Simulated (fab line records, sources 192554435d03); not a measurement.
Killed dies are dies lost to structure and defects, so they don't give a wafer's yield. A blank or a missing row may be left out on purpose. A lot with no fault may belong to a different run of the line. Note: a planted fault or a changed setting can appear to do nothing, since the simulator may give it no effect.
Split-lot trial | flow n5-finfet | 21 wafers read from 7 lots, route of 1938 steps

## THE SPLIT ITSELF
At N5_WELL_APT_COAT_02 (resist thk 950 nm), the setting spin-rpm was moved away from the recipe's 1357 rpm on 8 of the 21 wafers read, by -7.9% to +10.6%. For the rest of the wafers, this setting stayed at what the recipe calls for.

The reading comes from the split's own step.

## THE READING
coat_of_WELL_APT_COAT_02.thk-nm (the simulator's own value, which no gauge read), in nm, at N5_WELL_APT_COAT_02 (resist thk 950 nm). The file gives no usual value for it. Across the 13 wafers here that went through the recipe, the average is 949.5 nm and the standard deviation 3.3 nm.

wafer  | tool, chamber at the split | spin-rpm as run, rpm | against the recipe | coat_of_WELL_APT_COAT_02.thk-nm, nm | against lot-mates on the recipe
L074.1 | litho-track-02, 0          | 1357                 | recipe             | 954                                 | -
L074.2 | litho-track-02, 0          | 1472                 | +8.5%              | 915.7                               | -38.8
L074.3 | litho-track-02, 0          | 1357                 | recipe             | 954.9                               | -
L079.2 | litho-track-03, 0          | 1357                 | recipe             | 948                                 | -
L079.4 | litho-track-03, 0          | 1357                 | recipe             | 948.9                               | -
L079.6 | litho-track-03, 0          | 1357                 | recipe             | 948.2                               | -
L083.2 | litho-track-02, 0          | 1299                 | -4.3%              | 974.4                               | +21.2
L083.3 | litho-track-02, 0          | 1357                 | recipe             | 953.4                               | -
L083.4 | litho-track-02, 0          | 1357                 | recipe             | 952.9                               | -
L087.4 | litho-track-03, 0          | 1479                 | +9.0%              | 910.1                               | -39.3
L087.5 | litho-track-03, 0          | 1357                 | recipe             | 949.4                               | -
L087.6 | litho-track-03, 0          | 1479                 | +9.0%              | 908.8                               | -40.6
L092.1 | litho-track-05, 0          | 1357                 | recipe             | 949.3                               | -
L092.3 | litho-track-05, 0          | 1357                 | recipe             | 947.9                               | -
L092.4 | litho-track-05, 0          | 1501                 | +10.6%             | 901.7                               | -46.9
L094.3 | litho-track-05, 0          | 1250                 | -7.9%              | 985.4                               | no lot-mate on the recipe
L094.5 | litho-track-05, 0          | 1250                 | -7.9%              | 986.6                               | no lot-mate on the recipe
L094.6 | litho-track-05, 0          | 1250                 | -7.9%              | 989.7                               | no lot-mate on the recipe
L095.1 | litho-track-05, 0          | 1357                 | recipe             | 943.2                               | -
L095.3 | litho-track-05, 0          | 1357                 | recipe             | 947.5                               | -
L095.4 | litho-track-05, 0          | 1357                 | recipe             | 945.7                               | -

FIT RESULTS
A straight line over all 21 wafers: coat_of_WELL_APT_COAT_02.thk-nm changes by -4.58 nm for each +1% of spin-rpm; r = -0.99; the points scatter about the line by 3.3 nm.
The same after taking each lot's own level away (the mean of its wafers on the recipe; 18 wafers): -4.51 nm for each +1%; r = -1.00; scatter 1 nm.
According to that fit, moving spin-rpm by its largest amount changes the reading by 48 nm.
The lots' own levels span 945.47 to 954.45 nm, that is 2.7 times the standard deviation above.
Consequently the slope shifts little with the lot-to-lot level, the two slopes agreeing.
Check: with one of the wafers moved furthest among these (+10.6%) left out of the fit, the line predicts -47.9 nm for it against its lot-mates. Against them it came out at -46.9 nm.

## THE FILE'S OWN FIT
coat_of_WELL_APT_COAT_02.thk-nm changes by -4.5 nm for each +1% of spin-rpm, r = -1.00.
